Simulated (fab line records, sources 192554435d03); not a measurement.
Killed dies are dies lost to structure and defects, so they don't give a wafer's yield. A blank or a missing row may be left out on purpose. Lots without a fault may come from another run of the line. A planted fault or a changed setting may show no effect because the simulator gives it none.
fab line records | flow n5_finfet
record lots=5 wafers=13 last_day=18
route steps=1938 shown BEOL_M15@1797 PASSIVATION@1936
lots that met no fault: from a run of the same line without faults
start_h: hours from the record's first day to the start of the lot's first wafer shown | wait_h: hours since the lot's step before | " the same as in the row above | L1.1+2: a row that stands for several wafers | - no value, or no start given | * or withheld: withheld | < > ~ a bound
route shown NAME@n: a module of which the file shows steps, and the number in the route of the first | usual: mean/standard deviation of fault-free wafers | same: alike in all rows | chamber/n: place in a boat | sites: the reading at each site | _std_site: their standard deviation | _edge_site: outer sites' mean less inner sites' | radius_mm: how far each site lies from the wafer's centre | mask NAME#n: copy n | behind: the tool/chamber that last shaped the wafer | hold: why the lot was held/for how many hours/how that ended | device: the transistor (n, p or np) that didn't switch | end of line: the same wafers' tests at the end of the route | a step without rows: its recipe alone | killed: dies lost to structure and defects at the first sort, not the wafer's yield | map: a wafer's dies, x killed, . not, _ none there
set.NAME: the setting as run; set.NAME@STEP: as run at that earlier step | model.NAME: the simulator's own value behind a step, which no gauge read
lots at some steps of the route; a table a step, a row a wafer
services: from which hour (start_h, from the record's first day; less than 0 if before it) a tool's chamber was out of use, for how many hours, and why
## steps
# step N5_BEOL_M15_COAT_22
# recipe spin_rpm=1704 resist_thk_nm=800
# step N5_BEOL_M15_EBR_24
# recipe solvent=PGMEA ebr_width_mm=1.5
# step N5_BEOL_M15_SOFTBAKE_23
# recipe temp_c=130 time_s=60
# step N5_BEOL_M15_EXPOSE_25
# recipe mask_id=M15 na=0.8 source_shape=annular sigma_inner=0.5 sigma_outer=0.8 polarization=unpolarized target_cd_nm=400 dose_mj=35.5
# step N5_BEOL_M15_PEB_26
# recipe peb_temp_c=130 peb_time_s=90
# step N5_BEOL_M15_DEVELOP_27
# recipe develop_time_s=45 rinse_liquid=diw dry=air_spin dev_temp_c=21
# step N5_BEOL_M15_HARDBAKE_32
# recipe temp_c=130 time_s=120
# step N5_BEOL_M15_DESCUM_33
# recipe chemistry=O2 time_s=7.9 source_power_w=50 bias_power_w=20 pressure_mtorr=20 rf_frequency_hz=2.712e+07 temp_c=40 o2_flow_sccm=225
# step N5_BEOL_M15_ETCH_61
# recipe chemistry=N2/H2 target=BARC target_depth_a=890 overetch_a=267 time_s=67.9 ion_energy_ev=200 pressure_mtorr=30 source_w=840 bias_w=150 n2_flow_sccm=200 h2_flow_sccm=200
# step N5_BEOL_M15_TRENCH_ETCH_34
# recipe chemistry=C4F8/O2/Ar target=SiO2 target_depth_a=8729.3 he_inner_torr=15 he_outer_torr=30 time_s=199 ion_energy_ev=800 pressure_mtorr=20 source_w=1905 bias_w=2040 Ar_flow_sccm=400 C4F8_flow_sccm=16 O2_flow_sccm=12
# usual chamber_pressure_mTorr=19.999/0.018 drypump_motor_current_A=5.7/0.38 mfc_ar_sccm=400.2/1.3 oes_product_au=0.76/0.078 rf_vpp_V=2221/18 showerhead_plenum_p_Torr=3.43/0.12 throttle_valve_pct=31.04/0.19
# columns lot.wafer tool chamber start_h wait_h chamber_pressure_mTorr drypump_motor_current_A mfc_ar_sccm oes_product_au rf_hours_counter_h rf_vpp_V showerhead_plenum_p_Torr throttle_valve_pct model.etch.depth_nm model.coat_of_BEOL_M15_COAT_22.thk_nm
L495.1 rie_diel-03 2 318.12 0.0 20.020 5.7 401.4 0.67 244 2222 3.28 31.01 870.2 544.8
L495.5 " 0 " " 19.993 5.9 398.8 0.78 - 2228 3.57 30.99 872 544.4
L495.6 " 3 " " 20.009 5.5 401.3 0.68 - 2234 3.55 31.12 864.9 547.4
L508.1 rie_diel-03 3 377.08 0.0 20.015 5.5 402.9 0.67 228 2234 3.54 31.11 847.7 547.8
L508.3 " 1 " " 20.031 5.8 398.7 0.68 228 2203 3.41 31.41 850.4 543.6
L508.6 " 3 " " 20.018 5.5 401.7 0.67 - 2235 3.54 31.11 855.5 545.8
L507.1 rie_diel-03 0 377.43 0.0 20.022 5.9 398.1 0.76 148 2228 3.56 30.99 661.2 591
L507.4 " 3 " " 19.995 5.5 400.2 0.67 - 2234 3.54 31.12 858 548
L507.6 " 1 " " 20.024 5.8 399.3 0.69 - 2203 3.41 31.44 662.6 586.4
L509.1 rie_diel-03 0 393.38 0.0 19.994 5.9 399.7 0.75 152 2227 3.56 30.98 657.2 584.2
L509.6 " 1 " " 19.990 5.7 400.2 0.68 - 2203 3.41 31.42 657.2 586.6
L513.2 rie_diel-03 3 414.91 0.0 19.988 5.5 401.6 0.67 237 2234 3.54 31.14 851.5 550.8
L513.6 " 3 " " 20.018 5.5 400.3 0.67 - 2234 3.54 31.13 655.1 591.4
# step N5_BEOL_M15_STRIP_36
# recipe chemistry=O2 power_w=600 temp_c=60 pressure_mtorr=30 rf_frequency_hz=6e+07 bias_power_w=0 overash_fraction=0.3 o2_flow_sccm=225
# step N5_BEOL_M15_STRIP_62
# recipe chemistry=O2 power_w=600 temp_c=60 pressure_mtorr=30 rf_frequency_hz=6e+07 bias_power_w=0 overash_fraction=0.3 o2_flow_sccm=225
# step N5_BEOL_M15_STRIP_37
# recipe chemistry=O2 power_w=600 temp_c=60 pressure_mtorr=30 rf_frequency_hz=6e+07 bias_power_w=0 overash_fraction=0.3 o2_flow_sccm=225
# step N5_BEOL_M15_ETCH_38
# recipe chemistry=CF4/N2 target=SiCN target_depth_a=1064 taper_deg=2 time_s=120.5 ion_energy_ev=150 mask_material=SiO2 pressure_mtorr=40 source_w=430 bias_w=70 Ar_flow_sccm=100 cf4_flow_sccm=60 n2_flow_sccm=60
# step N5_BEOL_M15_PRECLEAN_39
# recipe chemistry=residue_remover time_s=60 temp_c=40
# step N5_BEOL_M15_SRD_40
# recipe time_s=30 temp_c=23 rinse_liquid=diw dry=n2_spin spin_rpm=1500 dry_time_s=30
# step N5_BEOL_M15_DEGAS_41
# recipe ambient=vacuum temp_c=300 time_s=60
# step N5_BEOL_M15_PRE_CLEAN_42
# recipe gas=H2/He time_s=30 temp_c=300
# step N5_BEOL_M15_SPUTTER_43
# recipe material=TaN target_thk_a=150 temp_c=50 bias_v=168.6 power_w=15000 chamber_pressure_pa=0.12 time_s=24.19
# step N5_BEOL_M15_SPUTTER_44
# recipe material=Ta target_thk_a=150 temp_c=50 bias_v=80 power_w=15000 chamber_pressure_pa=0.07 time_s=24.19
# step N5_BEOL_M15_SPUTTER_45
# recipe material=Cu target_thk_a=1000 temp_c=-20 bias_v=60 power_w=26000 chamber_pressure_pa=0.13 time_s=16.67
# step N5_BEOL_M15_ECD_47
# recipe material=Cu target_thk_a=18600
# step N5_BEOL_M15_ANNEAL_48
# recipe temp_c=225 time_s=90 ambient=N2
# step N5_BEOL_M15_CMP_49
# recipe stop_on=SiO2 t_overpolish_s=4.9 down_force_psi=2 platen_rpm=80 clearing_platen_down_force_psi=2 clearing_platen_rpm=80 post_cmp_clean=cu_alkaline target_thk_nm=850 clearing_platen_pad_velocity_m_s=1.5917 pad_velocity_m_s=1.5917
# usual motor_current_A=8.4/1.1
# columns lot.wafer tool chamber start_h wait_h motor_current_A model.Cu_of_BEOL_M15_ECD_47.thk_nm
L495.1 cmp-03 0 320.14 0.3 8.9 847.2
L495.5 " 0 " " 8.5 850
L495.6 " 1 " " 11.9 843
L508.1 cmp-01 1 381.06 0.3 8.4 825.2
L508.3 " 2 " " 8.7 829
L508.6 " 1 " " 8.7 832.4
L507.1 cmp-01 0 382.04 0.3 7.8 639
L507.4 " 1 " " 8.8 834.4
L507.6 " 3 " " 7.2 640.4
L509.1 cmp-02 1 400.34 0.3 7.5 636.8
L509.6 " 1 " " 8.0 636.8
L513.2 cmp-02 0 420.32 0.2 7.7 828.8
L513.6 " 0 " " 7.8 631.2
# step N5_BEOL_M15_THK_MEAS_50
# recipe thk_meas_gauge=xrf reads=Cu_of_BEOL_M15_ECD_47
# usual M15_THK=858/11
# columns lot.wafer tool chamber start_h wait_h M15_THK[nm]
L495.1 film_metro-01 - 320.44 - 849
L495.5 " - " " 853
L495.6 " - " " 846
L508.1 film_metro-01 - 381.36 - 846
L508.3 " - " " 849
L508.6 " - " " 851
L507.1 film_metro-02 - 382.26 - 643
L507.4 " - " " 841
L507.6 " - " " 646
L509.1 film_metro-02 - 400.63 - 644
L509.6 " - " " 641
L513.2 film_metro-02 - 420.61 - 840
L513.6 " - " " 639
# step N5_BEOL_M15_PRE_CLEAN_52
# recipe gas=NH3 time_s=15 temp_c=withheld rf_power_w=300
# step N5_BEOL_M15_DEP_53
# recipe material=SiCN target_thk_a=500 temp_c=withheld precursor=3MS/NH3 pressure_torr=3 rf_w=675 time_s=17.8
# step N5_BEOL_M15_RS_MEAS_54
# recipe thk_meas_gauge=four-point-probe reads=Cu_of_BEOL_M15_ECD_47+Ta_of_BEOL_M15_SPUTTER_44+TaN_of_BEOL_M15_SPUTTER_43
# usual M15_RS=0.02162/0.00026
# columns lot.wafer tool chamber start_h wait_h M15_RS[ohm/sq]
L495.1 film_metro-01 - 320.57 0.0 0.02163
L495.5 " - " " 0.02158
L495.6 " - " " 0.02172
L508.1 film_metro-01 - 381.48 0.0 0.02222
L508.3 " - " " 0.0221
L508.6 " - " " 0.02204
L507.1 film_metro-02 - 382.38 0.0 0.02885
L507.4 " - " " 0.02192
L507.6 " - " " 0.02871
L509.1 film_metro-02 - 400.76 0.0 0.02887
L509.6 " - " " 0.02894
L513.2 film_metro-02 - 420.74 0.1 0.02207
L513.6 " - " " 0.02917
# step N5_PASSIVATION_PROBE_49
# usual defect_limited_yield=91.2/1.3 killed_at_M0_to_M3=34/9.2 killed_at_M4_up=14/5 killed_at_contacts=13/6.7 killed_at_front_end=39/12 killed_at_other=4/3.3 killed_dies=104/15 killed_on_rim=14/3.7 killed_open=68/12 killed_short=34/7.5 sort_bin_5_function=5.2/0.87 sort_bin_6_memory=3.3/0.63 sort_bin_8_speed=0/0 sort_n_pass=1076/15
# same gross_dies=1180 killed_at_back_side=0 sort_bin_4_leakage[%]=0
# columns lot.wafer tool chamber start_h wait_h defect_limited_yield[%] killed_at_M0_to_M3 killed_at_M4_up killed_at_contacts killed_at_front_end killed_at_other killed_dies killed_on_rim killed_open killed_short sort_bin_5_function[%] sort_bin_6_memory[%] sort_bin_8_speed[%] sort_n_pass
L495.1 prober-02 - 337.36 0.0 92.7 36 15 11 20 4 86 8 55 28 4.2 2.7 0 1094
L495.5 prober-02 - 337.56 0.2 90.7 37 19 18 31 5 110 14 77 32 5.6 3.4 0 1070
L495.6 prober-02 - 337.61 0.3 91.9 35 14 21 23 3 96 12 66 26 5.2 2.8 0 1084
L508.1 prober-02 - 395.81 0.0 92.1 34 8 20 31 0 93 8 53 33 4.4 2.9 0 1087
L508.3 prober-02 - 395.91 0.1 92.1 36 6 14 37 0 93 16 56 36 4.2 3.6 0 1087
L508.6 prober-02 - 396.06 0.3 92.7 20 9 27 30 0 86 12 54 29 3.6 3.5 0 1094
L507.1 prober-02 - 397.02 0.0 88.8 34 21 22 53 2 132 20 93 36 6.7 4.2 0.17 1048
L507.4 prober-02 - 397.17 0.2 91.1 19 16 27 41 2 105 12 70 33 4.6 4.2 0 1075
L507.6 prober-02 - 397.27 0.3 89.3 38 6 27 52 3 126 13 84 40 6.3 3.7 0.08 1054
L509.1 prober-01 - 420.31 0.0 91.9 42 11 12 30 1 96 17 64 31 5.3 2.7 0 1084
L509.6 prober-01 - 420.56 0.3 92.9 25 13 7 33 6 84 15 49 33 4.5 2.4 0.08 1096
L513.2 prober-01 - 435.66 0.1 92.3 32 15 8 32 4 91 17 55 32 4.8 2.4 0 1089
L513.6 prober-01 - 435.86 0.3 92.6 32 22 14 15 4 87 12 57 29 4.1 2.8 0 1093
# killed by level:class
L495.1 MOL_CONTACT_COAG:geometric_particle:open=9 BEOL_M0_SAQP:geometric_particle:short=9 BEOL_M0_SAQP:geometric_particle:open=9 BEOL_M4:geometric_particle:open=8 FIN_SAQP:geometric_particle:short=5 BEOL_M0:geometric_particle:open=5 BEOL_M3:geometric_particle:open=5 BEOL_M6:geometric_particle:open=4
L495.5 MOL_CONTACT_COAG:geometric_particle:open=14 BEOL_M0_SAQP:geometric_particle:open=10 BEOL_M4:geometric_particle:open=8 FIN_SAQP:geometric_particle:short=7 BEOL_M0_SAQP:geometric_particle:short=7 BEOL_M1:geometric_particle:open=7 ILD0:geometric_particle:open=6 BEOL_M2:geometric_particle:open=5
L495.6 MOL_CONTACT_COAG:geometric_particle:open=18 BEOL_M0_SAQP:geometric_particle:open=12 BEOL_M0_SAQP:geometric_particle:short=8 FIN_SAQP:geometric_particle:open=7 GATE_CUT:geometric_particle:short=6 BEOL_M3:geometric_particle:open=5 BEOL_M4:geometric_particle:open=5 BEOL_M0:geometric_particle:open=4
L508.1 MOL_CONTACT_COAG:geometric_particle:open=14 BEOL_M0_SAQP:geometric_particle:short=9 FIN_SAQP:geometric_particle:short=8 BEOL_M0_SAQP:geometric_particle:open=7 FIN_SAQP:geometric_particle:open=5 STI_FIN_REVEAL:geometric_particle:open=5 BEOL_M1:geometric_particle:open=5 MOL_CONTACT_COAG:geometric_particle:short=4
L508.3 FIN_SAQP:geometric_particle:open=9 MOL_CONTACT_COAG:geometric_particle:open=9 BEOL_M1:geometric_particle:open=9 FIN_SAQP:geometric_particle:short=8 BEOL_M0_SAQP:geometric_particle:short=8 STI_FIN_REVEAL:geometric_particle:open=5 MOL_CONTACT_COAG:geometric_particle:short=5 BEOL_M0_SAQP:geometric_particle:open=5
L508.6 MOL_CONTACT_COAG:geometric_particle:open=20 FIN_SAQP:geometric_particle:open=10 MOL_CONTACT_COAG:geometric_particle:short=7 FIN_SAQP:geometric_particle:short=6 BEOL_M0_SAQP:geometric_particle:short=6 BEOL_M1:geometric_particle:open=6 STI_FIN_REVEAL:geometric_particle:open=4 BEOL_M2:geometric_particle:open=4
L507.1 STI_FIN_REVEAL:geometric_particle:open=20 MOL_CONTACT_COAG:geometric_particle:open=20 FIN_SAQP:geometric_particle:short=10 BEOL_M1:geometric_particle:open=8 BEOL_M0_SAQP:geometric_particle:short=6 BEOL_M0_SAQP:geometric_particle:open=6 DUMMY_GATE:geometric_particle:open=5 BEOL_M3:geometric_particle:open=5
L507.4 MOL_CONTACT_COAG:geometric_particle:open=22 STI_FIN_REVEAL:geometric_particle:open=9 DUMMY_GATE:geometric_particle:open=8 FIN_SAQP:geometric_particle:open=7 FIN_SAQP:geometric_particle:short=6 MOL_CONTACT_COAG:geometric_particle:short=5 BEOL_M0_SAQP:geometric_particle:open=5 BEOL_M4:geometric_particle:open=5
L507.6 MOL_CONTACT_COAG:geometric_particle:open=23 FIN_SAQP:geometric_particle:open=9 STI_FIN_REVEAL:geometric_particle:open=9 DUMMY_GATE:geometric_particle:open=8 BEOL_M1:geometric_particle:open=8 FIN_SAQP:geometric_particle:short=7 GATE_CUT:geometric_particle:short=6 BEOL_M3:geometric_particle:open=5
L509.1 BEOL_M0_SAQP:geometric_particle:open=10 STI_FIN_REVEAL:geometric_particle:open=8 MOL_CONTACT_COAG:geometric_particle:open=8 BEOL_M0_SAQP:geometric_particle:short=7 BEOL_M1:geometric_particle:open=7 BEOL_M3:geometric_particle:open=6 BEOL_M2:geometric_particle:open=5 FIN_SAQP:geometric_particle:short=4
L509.6 FIN_SAQP:geometric_particle:short=13 BEOL_M1:geometric_particle:open=8 FIN_SAQP:geometric_particle:open=5 BEOL_M2:geometric_particle:open=5 MOL_CONTACT_COAG:geometric_particle:open=4 BEOL_M4:geometric_particle:open=4 BEOL_M0_SAQP:geometric_particle:open=4 PASS1_CAP:geometric_particle:open=4
L513.2 BEOL_M4:geometric_particle:open=9 BEOL_M0_SAQP:geometric_particle:open=7 MOL_CONTACT_COAG:geometric_particle:open=7 BEOL_M1:geometric_particle:open=6 FIN_SAQP:geometric_particle:short=5 BEOL_M1:geometric_particle:short=5 BEOL_M2:geometric_particle:open=4 STI_FIN_REVEAL:geometric_particle:open=4
L513.6 BEOL_M4:geometric_particle:open=13 BEOL_M0_SAQP:geometric_particle:open=9 MOL_CONTACT_COAG:geometric_particle:open=8 BEOL_M0_SAQP:geometric_particle:short=8 BEOL_M1:geometric_particle:open=8 MOL_CONTACT_COAG:geometric_particle:short=6 BEOL_M3:geometric_particle:open=4 BEOL_M5:geometric_particle:open=4
## services
# columns tool chamber start_h hours kind
cmp-02 - 312.09 4.0 pm
rie_diel-03 1 312.30 15.5 repair
cmp-02 - 316.09 - consumable_replace:conditioner
cmp-02 - 316.09 - consumable_replace:pad
rie_diel-03 - 327.21 28.1 pm
cmp-02 - 358.42 7.3 pm
rie_diel-03 2 358.60 - clean
rie_diel-03 2 358.60 - consumable_replace:focus_ring
rie_diel-03 2 358.60 - consumable_replace:showerhead
rie_diel-03 2 358.60 21.6 scheduled_down
rie_diel-03 2 358.60 21.6 vent_cycle
rie_diel-03 - 374.24 1.1 repair
cmp-01 - 376.04 0.6 repair
cmp-02 - 385.38 0.5 repair
cmp-01 - 389.82 1.8 repair
rie_diel-03 - 408.89 2.8 pm
cmp-01 - 417.31 1.3 repair
## key
first_sign step=N5_BEOL_M15_THK_MEAS_50 reading=M15_THK direction=down sigmas=19 usual=858 struck=643
effect step=N5_BEOL_M15_RS_MEAS_54 reading=M15_RS direction=up sigmas=28 usual=0.02162 struck=0.02891
model_effect step=N5_BEOL_M15_TRENCH_ETCH_34 value=etch.depth_nm without=862 struck=658.7
model_effect step=N5_BEOL_M15_CMP_49 value=Cu_of_BEOL_M15_ECD_47.thk_nm without=840.2 struck=636.8
met_at N5_BEOL_M15_TRENCH_ETCH_34
struck_wafers L507.1,L507.6,L509.1,L509.6,L513.6
onset_between 377.08 377.43
fault kind=process_parameter_drift tool=rie_diel-03 chamber=- onset_h=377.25 steps=N5_BEOL_M15_TRENCH_ETCH_34 channel=time_s offset=* shape=step end_h=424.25 scope=struck_wafers_only acts_in=* stated=*
